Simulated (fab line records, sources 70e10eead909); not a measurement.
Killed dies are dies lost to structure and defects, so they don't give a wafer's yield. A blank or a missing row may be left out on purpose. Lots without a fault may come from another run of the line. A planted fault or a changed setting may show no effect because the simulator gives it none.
Chamber matching | flow nand_harc | NHARC_A_STAIRCASE_ETCH_313 on rie_diel-07: 4 sister chambers
The step etches the open film in CF4/CHF3. 14 wafers are shown with their chamber, then 7 later ones without.

WAFERS WITH THEIR CHAMBER
wafer  | chamber | drypump_motor_current_A (A) | showerhead_plenum_p_Torr (Torr) | rf_vpp_V (V)
L828.3 | 3       | 5.3                         | 1.55                            | 370.6
L828.4 | 2       | 5.3                         | 1.63                            | 372.4
L828.6 | 2       | 5.3                         | 1.63                            | 372.7
L831.1 | 0       | 6.1                         | 1.66                            | 373.0
L831.3 | 2       | 5.2                         | 1.63                            | 372.9
L831.6 | 3       | 5.3                         | 1.55                            | 369.5
L834.3 | 1       | 5.1                         | 1.61                            | 372.6
L834.5 | 2       | 5.2                         | 1.62                            | 372.8
L834.6 | 1       | 5.0                         | 1.61                            | 372.4
L840.2 | 3       | 5.3                         | 1.54                            | 370.4
L840.3 | 1       | 5.0                         | 1.60                            | 372.7
L840.4 | 0       | 6.1                         | 1.65                            | 372.4
L842.4 | 3       | 5.3                         | 1.54                            | 369.7
L842.5 | 1       | 5.1                         | 1.60                            | 370.6

SIGNATURES (means of the wafers above)
reading                  | chamber 0 | chamber 1 | chamber 2 | chamber 3 | scatter within a chamber
drypump_motor_current_A  | 6.100     | 5.050     | 5.250     | 5.300     | 0.0447
showerhead_plenum_p_Torr | 1.6550    | 1.6050    | 1.6275    | 1.5450    | 0.0057
rf_vpp_V                 | 372.700   | 372.075   | 372.700   | 370.050   | 0.642
Rule: a wafer's distance from a chamber is the root of the sum, over the readings, of the square of ((its reading less the chamber's mean) divided by the reading's scatter). The wafer belongs to the nearest chamber; if the next one is less than 2 further off, it can't be placed. The scatter: the root of (the sum of the squares of (reading less its chamber's mean) over the shown wafers, divided by (wafers less chambers)).

WAFERS WITHOUT THEIR CHAMBER
wafer  | drypump_motor_current_A (A) | showerhead_plenum_p_Torr (Torr) | rf_vpp_V (V)
L842.6 | 6.2                         | 1.65                            | 373.4
L843.1 | 5.0                         | 1.60                            | 372.0
L843.2 | 6.2                         | 1.65                            | 373.0
L843.4 | 5.2                         | 1.54                            | 369.2
L844.1 | 5.3                         | 1.61                            | 372.2
L844.3 | 5.0                         | 1.60                            | 371.2
L844.4 | 5.2                         | 1.54                            | 369.2

WHICH CHAMBER EACH WENT THROUGH
wafer  | from the rows above | in truth
L842.6 | 0                   | 0
L843.1 | 1                   | 1
L843.2 | 0                   | 0
L843.4 | 3                   | 3
L844.1 | 2                   | 2
L844.3 | 1                   | 1
L844.4 | 3                   | 3
Placed correctly: 7 of 7. Can't be placed from these rows: 0. Placed wrongly: 0.
